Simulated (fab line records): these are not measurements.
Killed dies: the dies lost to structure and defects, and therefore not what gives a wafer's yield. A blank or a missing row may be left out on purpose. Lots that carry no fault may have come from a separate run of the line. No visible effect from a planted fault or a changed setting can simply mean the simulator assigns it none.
Matching of chambers -- flow n5_finfet -- 4 sister chambers for N5_DUMMY_GATE_TRIM_49 on rie_si-05
The step chemistry O2, time 29 s, target cd 14 nm. 22 wafers are shown with their chamber, then 11 later ones without.

WAFERS PAIRED WITH THEIR CHAMBERS
wafer,chamber,drypump_motor_current_A (A),throttle_valve_pct (%),oes_product_au (a.u.)
L081.1,3,6.3,8.20,0.980
L081.3,2,5.0,8.08,1.009
L081.6,0,5.5,8.04,1.005
L082.1,1,5.7,8.20,1.019
L082.3,2,5.0,8.10,1.012
L082.4,3,6.2,8.21,0.995
L083.2,3,6.3,8.20,0.986
L083.3,0,5.5,8.06,1.001
L083.6,2,5.0,8.07,1.017
L084.3,1,5.7,8.20,1.027
L084.5,2,5.0,8.07,1.012
L084.6,1,5.7,8.19,1.024
L085.1,3,6.3,8.19,0.991
L085.2,1,5.7,8.18,1.022
L085.6,2,5.0,8.08,1.008
L086.3,0,5.5,8.06,0.998
L086.4,1,5.8,8.20,1.016
L086.5,3,6.3,8.22,0.979
L089.2,2,5.0,8.06,1.018
L089.5,1,5.7,8.21,1.030
L089.6,2,5.0,8.06,1.015
L090.4,0,5.5,8.06,0.999

SIGNATURES, as means of the wafers listed above
reading,chamber 0,chamber 1,chamber 2,chamber 3,scatter within a chamber
drypump_motor_current_A,5.500,5.717,5.000,6.280,0.0301
throttle_valve_pct,8.0550,8.1967,8.0743,8.2040,0.0118
oes_product_au,1.00075,1.02300,1.01300,0.98620,0.00494
Rule: a wafer's distance from a chamber is the root of the sum, over the readings, of the square of ((its reading less the chamber's mean) divided by the reading's scatter). If the next closest chamber is less than 2 further off than the closest, the wafer can't be placed; otherwise it belongs to the closest. The scatter is the square root of a quotient: the sum, over the shown wafers, of each reading's squared deviation from its chamber's mean, divided by wafers minus chambers.

WAFERS MISSING THEIR CHAMBER
wafer,drypump_motor_current_A (A),throttle_valve_pct (%),oes_product_au (a.u.)
L090.5,6.3,8.20,0.980
L090.6,5.0,8.07,1.013
L091.1,5.7,8.19,1.034
L091.3,5.5,8.05,1.019
L091.6,5.5,8.05,1.005
L092.1,5.0,8.08,1.024
L092.2,5.7,8.20,1.029
L092.5,5.7,8.20,1.027
L095.4,5.5,8.05,1.003
L095.5,5.7,8.21,1.029
L095.6,5.5,8.07,1.005

EACH ONE'S CHAMBER
wafer,from the rows above,in truth
L090.5,3,3
L090.6,2,2
L091.1,1,1
L091.3,0,0
L091.6,0,0
L092.1,2,2
L092.2,1,1
L092.5,1,1
L095.4,0,0
L095.5,1,1
L095.6,0,0
11 of 11 placed correctly. Not placeable from these rows: 0. Wrongly placed: 0.
